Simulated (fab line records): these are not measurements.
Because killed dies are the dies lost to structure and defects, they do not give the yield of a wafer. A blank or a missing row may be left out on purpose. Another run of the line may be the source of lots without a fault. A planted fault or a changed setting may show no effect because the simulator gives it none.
Which tool is to blame? -- flow nand harc -- Sampling: 24 lots, 72 wafers, 5 of 1302 route steps

WHAT EACH GAUGE READ, for each wafer
NHARC_A_ONON_D1_THK_MEAS_14: measures by ellipsometry. Usual: thk nm 999 nm, standard deviation 7.7.
lot,measured,on,thk nm (nm),flag
L074,day 7 18:25,film metro-02,1013 1015 1013,
L075,day 8 00:23,film metro-02,1002 1004 1004,
L076,day 8 13:23,film metro-02,999 1000 999,
L077,day 9 09:05,film metro-02,1008 1009 1008,
L078,day 9 09:06,film metro-02,991 992 991,
L079,day 9 22:44,film metro-02,996 993 995,
L080,day 10 08:40,film metro-02,997 996 996,
L081,day 10 18:41,film metro-01,997 998 997,
L082,day 11 10:02,film metro-01,1002 1002 1000,
L083,day 11 15:40,film metro-01,978 979 980,
L084,day 12 06:10,film metro-02,990 991 990,
L085,day 12 06:11,film metro-01,999 998 999,
L086,day 12 14:56,film metro-02,998 999 998,
L087,day 13 08:19,film metro-01,997 997 997,
L088,day 14 01:50,film metro-01,1007 1010 1009,
L089,day 14 01:49,film metro-02,1004 1005 1005,
L091,day 14 22:11,film metro-01,1002 1001 1000,
L090,day 14 22:10,film metro-02,989 989 989,
L093,day 15 13:58,film metro-01,999 999 998,
L092,day 15 13:57,film metro-02,1005 1006 1005,
L094,day 16 06:31,film metro-02,994 994 995,
L095,day 16 18:37,film metro-01,1004 1003 1005,
L096,day 17 06:05,film metro-01,1015 1014 1012,
L097,day 17 16:04,film metro-02,993 995 993,

NHARC_A_CHANNEL_HOLE_D1_CD_MEAS_10: target cd 100 nm. Usual: cd nm 100.0 nm, standard deviation 0.58.
lot,measured,on,cd nm (nm),flag
L074,day 8 07:33,cd sem-01,100.5 99.8 100.2,
L075,day 8 16:33,cd sem-01,101.1 100.9 101.2,
L076,day 9 08:26,cd sem-01,100.2 100.2 100.2,
L077,day 10 00:09,cd sem-02,100.5 100.1 100.0,
L078,day 10 01:53,cd sem-01,101.4 100.9 101.0,
L079,day 10 16:04,cd sem-03,100.3 101.4 101.4,
L080,day 10 21:39,cd sem-02,99.9 99.6 99.0,
L081,day 11 12:32,cd sem-01,100.8 100.1 100.5,
L082,day 11 23:35,cd sem-02,99.3 99.2 99.7,
L083,day 12 06:16,cd sem-02,100.3 100.4 100.3,
L084,day 12 20:35,cd sem-01,100.9 99.7 100.2,
L085,day 12 21:02,cd sem-02,100.5 100.2 100.5,
L086,day 13 04:13,cd sem-02,99.5 98.6 99.4,
L087,day 13 21:53,cd sem-01,99.6 100.1 98.9,
L088,day 14 16:26,cd sem-01,100.7 99.5 99.3,
L089,day 14 16:12,cd sem-03,98.7 99.6 99.7,
L091,day 15 12:44,cd sem-02,100.6 100.3 99.5,
L090,day 15 12:53,cd sem-01,100.5 100.6 99.0,
L093,day 16 12:08,cd sem-03,99.7 100.4 100.3,
L092,day 16 06:51,cd sem-02,100.3 100.0 99.9,
L094,day 16 23:58,cd sem-02,99.4 98.6 99.2,
L095,day 17 08:34,cd sem-03,99.3 99.8 99.9,
L096,day 18 00:35,cd sem-01,100.1 100.0 100.8,
L097,day 18 07:25,cd sem-03,99.4 99.3 99.7,

WHICH TOOL RAN EACH LOT (tool, then ch and the chambers of the sampled wafers, then the start)
lot,NHARC_P_BONDPAD_ETCH_12,NHARC_P_BONDPAD_ANNEAL_28,NHARC_P_BONDPAD_CMP_19
L074,"rie diel-02 ch 1,2,3, day 6 16:03 or earlier","rtp anneal-01 ch 0, day 6 16:03","cmp-01 ch 1,2,3, day 6 16:19"
L075,"rie diel-06 ch 0,1,2, day 6 22:31 or earlier","rtp anneal-02 ch 0, day 6 22:31","cmp-03 ch 0,1,3, day 6 22:51"
L076,"rie diel-02 ch 2,3, day 7 10:31 or earlier","rtp anneal-02 ch 0, day 7 10:31","cmp-01 ch 0,1, day 7 10:49"
L077,"rie diel-02 ch 0,1, day 8 04:03 or earlier","rtp anneal-02 ch 0, day 8 04:03","cmp-02 ch 0,3, day 8 04:25"
L078,"rie diel-04 ch 1,3, day 8 07:49 or earlier","rtp anneal-02 ch 0, day 8 07:49","cmp-02 ch 0,1,3, day 8 08:13"
L079,"rie diel-06 ch 0,1,3, day 8 19:34 or earlier","rtp anneal-01 ch 0, day 8 19:34","cmp-02 ch 1,2, day 8 19:52"
L080,"rie diel-06 ch 2,3, day 9 03:41 or earlier","rtp anneal-02 ch 0, day 9 03:41","cmp-01 ch 0,1, day 9 03:55"
L081,"rie diel-06 ch 0,1,3, day 9 15:49 or earlier","rtp anneal-02 ch 0, day 9 15:49","cmp-03 ch 0,2,3, day 9 16:05"
L082,"rie diel-06 ch 1,2,3, day 10 08:03 or earlier","rtp anneal-02 ch 0, day 10 08:03","cmp-02 ch 1,2, day 10 08:22"
L083,"rie diel-06 ch 0,1,2, day 10 12:44 or earlier","rtp anneal-02 ch 0, day 10 12:44","cmp-01 ch 0,2, day 10 13:03"
L084,"rie diel-02 ch 0,1,3, day 11 02:32 or earlier","rtp anneal-01 ch 0, day 11 02:32","cmp-03 ch 1,2,3, day 11 02:53"
L085,"rie diel-06 ch 1,2,3, day 11 03:34 or earlier","rtp anneal-01 ch 0, day 11 03:34","cmp-03 ch 0,1,2, day 11 03:51"
L086,"rie diel-06 ch 1,2,3, day 11 12:30 or earlier","rtp anneal-01 ch 0, day 11 12:30","cmp-01 ch 2,3, day 11 12:52"
L087,"rie diel-06 ch 2,3, day 12 06:17 or earlier","rtp anneal-01 ch 0, day 12 06:17","cmp-01 ch 0,1,3, day 12 06:38"
L088,"rie diel-06 ch 0,3, day 12 19:26 or earlier","rtp anneal-01 ch 0, day 12 19:26","cmp-02 ch 0,1,2, day 12 19:46"
L089,"rie diel-06 ch 0,2,3, day 12 21:55 or earlier","rtp anneal-01 ch 0, day 12 21:55","cmp-02 ch 1,2,3, day 12 22:13"
L091,"rie diel-04 ch 1,2, day 13 18:56 or earlier","rtp anneal-01 ch 0, day 13 18:56","cmp-03 ch 0,2,3, day 13 19:34"
L090,"rie diel-04 ch 0,3, day 13 19:40 or earlier","rtp anneal-01 ch 0, day 13 19:40","cmp-02 ch 0,1,2, day 13 20:25"
L093,"rie diel-06 ch 1,2,3, day 14 11:16 or earlier","rtp anneal-02 ch 0, day 14 11:16","cmp-01 ch 1,2,3, day 14 11:37"
L092,"rie diel-04 ch 0,1,3, day 14 11:40 or earlier","rtp anneal-01 ch 0, day 14 11:40","cmp-03 ch 0,2,3, day 14 11:57"
L094,"rie diel-02 ch 1,2, day 15 02:41 or earlier","rtp anneal-02 ch 0, day 15 02:41","cmp-03 ch 0,1, day 15 02:58"
L095,"rie diel-02 ch 0,1,3, day 15 16:32 or earlier","rtp anneal-02 ch 0, day 15 16:32","cmp-03 ch 2,3, day 15 16:47"
L096,"rie diel-06 ch 1,2,3, day 16 00:10 or earlier","rtp anneal-01 ch 0, day 16 00:10","cmp-01 ch 0,2,3, day 16 00:27"
L097,"rie diel-04 ch 0,2,3, day 16 13:06 or earlier","rtp anneal-02 ch 0, day 16 13:06","cmp-03 ch 0,1,2, day 16 13:26"
- NHARC_P_BONDPAD_ETCH_12: etches the open film in CHF3/O2, target depth 200 nm, time 100 s.
- NHARC_P_BONDPAD_ANNEAL_28: time 90 s.
- NHARC_P_BONDPAD_CMP_19: polishes, t overpolish 30 s, cu recess touch 16 s, target thk 160.81 nm.

AS READ BY THE TOOLS THEMSELVES (means over the sampled wafers that have a number; for cases with no such wafer, the mark the record gives instead)
NHARC_P_BONDPAD_ETCH_12. Usual: bias w 199.9 W, standard deviation 0.6; drypump motor current A 6.0 A, standard deviation 0.42; oes product au 0.946 a.u., standard deviation 0.024; rf vpp V 370.9 V, standard deviation 2.2; showerhead plenum p Torr 2.42 Torr, standard deviation 0.1; throttle valve pct 20.571 %, standard deviation 0.0097.
lot,tool,bias w (W),drypump motor current A (A),oes product au (a.u.),rf vpp V (V),showerhead plenum p Torr (Torr),throttle valve pct (%),flag
L074,rie diel-02,200.0,6.1,0.928,371.8,2.47,20.572,
L075,rie diel-06,200.8,6.2,0.973,369.9,2.42,20.579,
L076,rie diel-02,199.8,6.1,0.918,371.0,2.41,20.569,
L077,rie diel-02,199.7,6.3,0.988,370.3,2.39,20.570,
L078,rie diel-04,200.5,6.0,0.937,373.2,2.52,20.564,
L079,rie diel-06,199.9,6.0,0.957,370.1,2.38,20.574,
L080,rie diel-06,200.0,6.1,0.932,369.5,2.31,20.565,
L081,rie diel-06,199.8,6.0,0.930,370.1,2.38,20.566,
L082,rie diel-06,199.8,6.1,0.960,370.4,2.39,20.571,
L083,rie diel-06,199.5,6.2,0.915,371.0,2.41,20.574,
L084,rie diel-02,200.1,6.1,0.973,371.6,2.45,20.570,
L085,rie diel-06,200.3,6.1,0.926,370.1,2.39,20.569,
L086,rie diel-06,200.6,6.1,0.929,370.7,2.39,20.575,
L087,rie diel-06,199.3,6.4,0.927,369.6,2.34,20.570,
L088,rie diel-06,199.7,6.0,0.976,368.9,2.31,20.568,
L089,rie diel-06,199.8,6.2,0.984,369.3,2.32,20.575,
L091,rie diel-04,200.0,5.5,0.926,371.4,2.44,20.576,
L090,rie diel-04,200.6,5.6,0.934,373.9,2.53,20.584,
L093,rie diel-06,199.7,6.1,0.972,369.9,2.39,20.567,
L092,rie diel-04,200.0,5.7,0.921,371.8,2.50,20.568,
L094,rie diel-02,199.6,6.3,0.927,371.2,2.50,20.578,
L095,rie diel-02,199.3,6.0,0.932,371.9,2.45,20.577,
L096,rie diel-06,200.4,6.1,0.982,370.4,2.39,20.562,
L097,rie diel-04,200.3,5.5,0.963,373.8,2.53,20.576,

NHARC_P_BONDPAD_ANNEAL_28. Usual: wafer_temp_C_max 225.85, standard deviation 0.23.
lot,tool,wafer_temp_C_max,flag
L074,rtp anneal-01,225.78,
L075,rtp anneal-02,225.84,
L076,rtp anneal-02,225.77,
L077,rtp anneal-02,225.67,
L078,rtp anneal-02,225.80,
L079,rtp anneal-01,225.96,
L080,rtp anneal-02,225.88,
L081,rtp anneal-02,225.78,
L082,rtp anneal-02,225.74,
L083,rtp anneal-02,225.88,
L084,rtp anneal-01,225.99,
L085,rtp anneal-01,225.77,
L086,rtp anneal-01,225.97,
L087,rtp anneal-01,226.09,
L088,rtp anneal-01,226.05,
L089,rtp anneal-01,225.90,
L091,rtp anneal-01,226.21,
L090,rtp anneal-01,226.03,
L093,rtp anneal-02,225.87,
L092,rtp anneal-01,225.93,
L094,rtp anneal-02,225.70,
L095,rtp anneal-02,225.85,
L096,rtp anneal-01,225.66,
L097,rtp anneal-02,225.94,

NHARC_P_BONDPAD_CMP_19. Usual: motor current A 12.0 A, standard deviation 0.82; overpolish run s 30.001 s, standard deviation 0.0089.
lot,tool,motor current A (A),overpolish run s (s),flag
L074,cmp-01,11.8,30.007,
L075,cmp-03,11.6,30.006,
L076,cmp-01,12.0,30.002,
L077,cmp-02,12.8,30.005,
L078,cmp-02,12.8,30.003,
L079,cmp-02,11.7,29.993,
L080,cmp-01,12.0,30.009,
L081,cmp-03,11.9,29.999,
L082,cmp-02,11.9,30.001,
L083,cmp-01,12.4,29.995,
L084,cmp-03,11.3,29.991,
L085,cmp-03,12.0,29.993,
L086,cmp-01,11.4,29.999,
L087,cmp-01,12.2,29.999,
L088,cmp-02,12.2,29.995,
L089,cmp-02,12.2,30.010,
L091,cmp-03,12.0,29.999,
L090,cmp-02,12.4,29.999,
L093,cmp-01,11.6,30.001,
L092,cmp-03,12.3,29.996,
L094,cmp-03,11.7,29.998,
L095,cmp-03,12.6,30.003,
L096,cmp-01,11.9,30.003,
L097,cmp-03,11.7,30.003,

THE ANSWER, worked out from the rows above alone
Rule: lot off if the mean of its wafers having a number is beyond 3 standard deviations from the usual mean. Also off: a lot with no number at a reading for which 4 or more lots have one. Where the step has rows for the other lots, those lots are counted as sound. The gauges are gone through in route order, then the tools' own readings, and for those a lot's mean is taken as printed above. The first step at which some lot is off is used, and at that step the reading that is off furthest; a lot without a number counts as furthest.
Nothing can be told from this: no lot is off at any reading shown.

WHAT WAS PUT IN BY THE SIMULATOR
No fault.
